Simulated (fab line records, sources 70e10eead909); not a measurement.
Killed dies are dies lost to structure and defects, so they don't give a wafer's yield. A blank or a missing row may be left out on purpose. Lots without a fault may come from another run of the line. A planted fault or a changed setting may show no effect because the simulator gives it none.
Chamber matching | flow nand_harc | NHARC_A_CONTACT_DEP_58 on pecvd-02: 3 sister chambers
The step deposits SiON, target thk 90 nm. 6 wafers are shown with their chamber, then 8 later ones without.

WAFERS WITH THEIR CHAMBER
wafer  | chamber | heater_power_w (W) | rf_fwd_power_W (W)
L090.5 | 1       | 990                | 347.4
L091.6 | 0       | 724                | 347.7
L093.1 | 1       | 885                | 350.7
L093.2 | 2       | 519                | 348.7
L093.3 | 0       | 657                | 348.5
L094.1 | 2       | 607                | 347.5

WAFERS WITHOUT THEIR CHAMBER
wafer  | heater_power_w (W) | rf_fwd_power_W (W)
L094.2 | 664                | 348.9
L094.4 | 671                | 347.8
L095.2 | 570                | 350.1
L095.3 | 702                | 347.1
L095.6 | 996                | 348.7
L097.2 | 1015               | 346.6
L097.3 | 572                | 347.4
L097.6 | 558                | 346.3

WHICH CHAMBER EACH WENT THROUGH
wafer  | from the rows above     | in truth
L094.2 | can't be placed: 0 or 2 | 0
L094.4 | can't be placed: 0 or 2 | 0
L095.2 | can't be placed: 2 or 0 | 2
L095.3 | can't be placed: 0 or 2 | 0
L095.6 | 1                       | 1
L097.2 | 1                       | 1
L097.3 | can't be placed: 2 or 0 | 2
L097.6 | can't be placed: 2 or 0 | 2
Placed correctly: 2 of 8. Can't be placed from these rows: 6 (the true chamber is among the candidates in 6). Placed wrongly: 0.
How it was worked out, from the rows above alone: a wafer's distance from a chamber is the root of the sum, over the readings, of the square of ((its reading less the chamber's mean) divided by the reading's scatter). The wafer belongs to the nearest chamber; if the next one is less than 2 further off, it can't be placed. A chamber's mean is the mean of its shown wafers. The scatter: the root of (the sum of the squares of (reading less its chamber's mean) over the shown wafers, divided by (wafers less chambers)).
